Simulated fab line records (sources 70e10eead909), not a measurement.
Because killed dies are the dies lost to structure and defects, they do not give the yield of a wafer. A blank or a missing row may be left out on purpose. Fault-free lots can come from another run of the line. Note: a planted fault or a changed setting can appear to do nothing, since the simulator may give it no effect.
Matching of chambers | flow nand-harc | NHARC_A_STAIRCASE_TRIM_12 on rie-diel-03: 4 sister chambers
The step chemistry O2, time 211.2 s. 4 wafers are shown with their chamber, then 9 later ones without.

WAFERS PAIRED WITH THEIR CHAMBERS
wafer  | chamber | showerhead-plenum-p-Torr (Torr)
L083.1 | 1       | 3.61
L083.3 | 3       | 3.79
L087.1 | 0       | 3.47
L087.6 | 2       | 3.64

WAFERS MISSING THEIR CHAMBER
wafer  | showerhead-plenum-p-Torr (Torr)
L089.1 | 3.47
L089.2 | 3.64
L089.6 | 3.79
L094.3 | 3.59
L094.4 | 3.47
L094.5 | 3.63
L096.3 | 3.59
L096.5 | 3.59
L096.6 | 3.46

EACH ONE'S CHAMBER
wafer  | from the rows above     | in truth
L089.1 | 0                       | 0
L089.2 | 2                       | 2
L089.6 | 3                       | 3
L094.3 | 1                       | 1
L094.4 | 0                       | 0
L094.5 | can't be placed: 2 or 1 | 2
L096.3 | 1                       | 1
L096.5 | 1                       | 1
L096.6 | 0                       | 0
8 of 9 placed correctly. From these rows, 1 cannot be placed; in 1 the true chamber is one of the candidates. Placed wrongly: 0.
How it was worked out, from the rows above alone: a wafer's distance from a chamber is the root of the sum, over the readings, of the square of ((its reading less the chamber's mean) divided by the reading's scatter). The wafer belongs to the nearest chamber; if the next one is less than 2 further off, it can't be placed. A chamber's mean is the mean of its shown wafers. The scatter (one wafer shown for each chamber): square how far every hidden wafer sits from the nearest shown wafer, average those squares and take the square root.
